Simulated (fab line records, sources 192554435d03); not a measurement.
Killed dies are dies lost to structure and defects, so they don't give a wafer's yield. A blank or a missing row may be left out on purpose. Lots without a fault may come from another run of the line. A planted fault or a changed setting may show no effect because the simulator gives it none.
A struck lot beside a sound one | flow n5_finfet | 44 steps out of a route of 1938
Sound: wafers L831.2, L831.5. Struck: wafers L843.3, L843.5. (L843.4 of the same lot was not struck and is left out.) The cause comes at the end.
At each step with rows: each side's tool, then ch and its chambers, then its first start. Under that, the readings that differ: sound wafers | struck wafers | difference of the means | sigmas: that difference in standard deviations of wafers without a fault.
alike: readings whose means differ by less than 2 such deviations, and words and numbers that are the same on both sides. not compared: withheld readings, readings that some wafer has no value for, bounds like >300 that may hide the same value, and numbers for which the record gives no deviation and whose values overlap.
The two part at a step that has a row with sigmas, a row that says differs or no value, or rows on one side only. Numbers that don't overlap but have no deviation are shown without sigmas and don't part them. A reading that every wafer of one side lacks parts them only if that side has two wafers or more.

first, 2 steps without rows for these wafers: N5_MOL_CONTACT_COAG_PRECLEAN_138 (cleans in alkaline clean, time 60 s); N5_MOL_CONTACT_COAG_SRD_139 (time 30 s).
N5_MOL_CONTACT_COAG_CD_MEAS_101: target cd 16 nm.
  sound on cd_sem-03, day 5 06:34; struck on cd_sem-01, day 8 15:49
  alike: cd_nm
then, 1 step without rows for these wafers: N5_MOL_CONTACT_COAG_PRE_CLEAN_121.
N5_MOL_CONTACT_COAG_CVD_140: deposits W, target thk 66.5 nm, time 215 s.
  sound on cvd_w-01 ch 0,1, day 5 06:42; struck on cvd_w-01 ch 1, day 8 16:01
  alike: heater_power_w
then, 3 steps without rows for these wafers: N5_MOL_CONTACT_COAG_PRECLEAN_127 (cleans in DIW, time 57.5 s); N5_MOL_CONTACT_COAG_SRD_128 (dry time 32 s); N5_MOL_CONTACT_COAG_CMP_52 (polishes, stops on SiO2, t overpolish 1.5 s, target thk 66.5 nm).
N5_MOL_CONTACT_COAG_THK_MEAS_53:
  sound on film_metro-01, day 5 07:19; struck on film_metro-01, day 8 16:34
  alike: VIA_MOL_THK
then, 1 step without rows for these wafers: N5_MOL_CONTACT_COAG_ANNEAL_112 (time 1800 s).
N5_MOL_CONTACT_COAG_INSPECT_97: inspects for defects (darkfield).
  sound on defect_inspect-02, day 5 10:24; struck on defect_inspect-02, day 8 19:38
  reading          | sound | struck | difference | sigmas
  raw_defect_count | 62 93 | 33 45  | -38        | -2
N5_BEOL_M0_SAQP_PECVD_00: deposits SiCN from 3MS/NH3, target thk 8 nm, time 14 s.
  sound on pecvd-03 ch 0,2, day 5 10:43; struck on pecvd-03 ch 0, day 8 19:56
  reading                                         | sound | struck  | difference | sigmas
  model.SiCN_of_BEOL_M0_SAQP_PECVD_00.thk_nm (nm) | 7.8 8 | 8.6 8.6 | +0.7       |
  alike: showerhead_plenum_p_Torr, throttle_valve_pct
then, 4 steps without rows for these wafers: N5_BEOL_M0_SAQP_ILD_DEP_01 (deposits SiOC from DEMS/O2, target thk 45.419 nm, time 8.7 s); N5_BEOL_M0_SAQP_HM_DEP_02 (deposits TiN, target thk 12 nm); N5_BEOL_M0_SAQP_PECVD_03 (deposits SiCN from 3MS/NH3, target thk 12 nm, time 21.1 s); N5_BEOL_M0_SAQP_PECVD_96 (deposits a-Si from SiH4/He, target thk 45 nm, time 45.2 s).
N5_BEOL_M0_SAQP_PECVD_97: deposits SiNx from SiH4/NH3/N2, target thk 23 nm, time 19.9 s.
  sound on pecvd-02 ch 1, day 5 13:05; struck on pecvd-02 ch 0, day 8 22:40
  alike: heater_power_w, showerhead_plenum_p_Torr, throttle_valve_pct
N5_BEOL_M0_SAQP_PECVD_04: deposits a-Si from SiH4/He, target thk 60 nm, time 60.2 s.
  sound on pecvd-02 ch 1, day 5 13:08; struck on pecvd-02 ch 0, day 8 22:43
  alike: heater_power_w, showerhead_plenum_p_Torr, throttle_valve_pct
N5_BEOL_M0_SAQP_THK_MEAS_05:
  sound on film_metro-01, day 5 13:13; struck on film_metro-02, day 8 22:48
  alike: thk_nm
N5_BEOL_M0_SAQP_HM_DEP_111: deposits SiO2 from SiH4/N2O, target thk 12 nm, time 7.2 s.
  sound on pecvd-04 ch 0, day 5 13:16; struck on pecvd-04 ch 2, day 8 22:50
  alike: heater_power_w, showerhead_plenum_p_Torr
then, 8 steps without rows for these wafers: N5_BEOL_M0_SAQP_COAT_81 (time 60 s, resist thk 100 nm); N5_BEOL_M0_SAQP_COAT_82 (time 60 s, resist thk 30 nm); N5_BEOL_M0_SAQP_COAT_08 (resist thk 90 nm); N5_BEOL_M0_SAQP_EBR_10; N5_BEOL_M0_SAQP_SOFTBAKE_09 (time 60 s); N5_BEOL_M0_SAQP_EXPOSE_11 (exposes mask M0 CORE, target cd 42 nm); N5_BEOL_M0_SAQP_PEB_12 (peb time 60 s); N5_BEOL_M0_SAQP_DEVELOP_13 (develop time 30 s).
N5_BEOL_M0_SAQP_CD_MEAS_14: target cd 42.5 nm.
  sound on cd_sem-03 ch 0, day 5 13:43; struck on cd_sem-01 ch 0, day 8 23:17
  alike: cd_nm
N5_BEOL_M0_SAQP_OVL_MEAS_15:
  sound on overlay-02 ch 0, day 5 13:44; struck on overlay-02 ch 0, day 8 23:19
  alike: M0_CORE_OVL
N5_BEOL_M0_SAQP_INSPECT_16: inspects for defects (brightfield).
  sound on defect_inspect-02, day 5 13:46; struck on defect_inspect-01, day 8 23:20
  alike: raw_defect_count
then, 2 steps without rows for these wafers: N5_BEOL_M0_SAQP_DESCUM_19 (chemistry O2, time 7.9 s); N5_BEOL_M0_SAQP_ETCH_83 (etches SiARC in CF4, target depth 39 nm, time 65 s).
N5_BEOL_M0_SAQP_ETCH_84: etches SOC in N2/H2, target depth 100 nm, overetch 20 nm, time 150 s.
  sound on rie_diel-02 ch 0, day 5 13:53; struck on rie_diel-04 ch 0,1, day 8 23:28
  reading                | sound       | struck      | difference | sigmas
  throttle_valve_pct (%) | 18.22 18.21 | 17.85 17.69 | -0.44      | -2
  alike: drypump_motor_current_A, oes_product_au, rf_vpp_V, showerhead_plenum_p_Torr
  not compared: rf_hours_counter_h
then, 7 steps without rows for these wafers: N5_BEOL_M0_SAQP_STRIP_80 (strips in N2/H2); N5_BEOL_M0_SAQP_HM_OPEN_112 (chemistry CHF3/O2, target SiO2, stops on a-Si, target depth 12 nm, time 13.5 s); N5_BEOL_M0_SAQP_STRIP_113 (strips in CHF3/O2); N5_BEOL_M0_SAQP_MANDREL_ETCH_20 (etches a-Si in HBr/Cl2, stops on SiNx, target depth 60 nm, bt time 10 s, time 30 s); N5_BEOL_M0_SAQP_STRIP_86 (strips in N2/H2); N5_BEOL_M0_SAQP_STRIP_115 (strips in post etch residue remover, time 60 s); N5_BEOL_M0_SAQP_SRD_93 (time 30 s).
N5_BEOL_M0_ETCH_109: etches SiCN in CH3F/O2, target depth 8 nm, overetch 2.4 nm, time 27.4 s.
  sound on rie_diel-05 ch 0,1, day 5 21:05; struck on rie_diel-03 ch 2,3, day 9 05:50
  reading                  | sound       | struck     | difference | sigmas
  model.etch.depth_nm (nm) | 7.757 7.976 | 8.55 8.632 | +0.72      |
  alike: drypump_motor_current_A, oes_product_au, rf_vpp_V, showerhead_plenum_p_Torr, throttle_valve_pct
  not compared: rf_hours_counter_h
N5_BEOL_M4_RC_MEAS_101:
  sound on prober-02 ch 0, day 7 23:32; struck on prober-02 ch 0, day 11 03:45
  alike: DIBL_N, DIBL_P, IOFF_N, IOFF_P, ION_N, ION_P, SS_N, SS_P, VT_N, VT_P
-- the record jumps here: 4 days lie between the struck wafers' starts before and after (it left off in module BEOL_M4 and takes up again in module PASSIVATION, whose first step shown is number 1936 of the route) --
N5_PASSIVATION_PROBE_49:
  sound on prober-02, day 12 01:37; struck on prober-01, day 15 09:33
  alike: defect_limited_yield, killed_at_M0_to_M3, killed_at_M4_up, killed_at_contacts, killed_at_front_end, killed_at_other, killed_dies, killed_open, killed_short, sort_bin_5_function, sort_bin_6_memory, sort_bin_8_speed, sort_n_pass, sort_yield_pct

WHERE THEY PART
First at N5_MOL_CONTACT_COAG_INSPECT_97; last, within this record, at N5_BEOL_M0_SAQP_ETCH_84. Later steps at which nothing parts them and some readings are alike: N5_BEOL_M0_ETCH_109, N5_BEOL_M4_RC_MEAS_101, N5_PASSIVATION_PROBE_49.

WHY: what the simulator had put in
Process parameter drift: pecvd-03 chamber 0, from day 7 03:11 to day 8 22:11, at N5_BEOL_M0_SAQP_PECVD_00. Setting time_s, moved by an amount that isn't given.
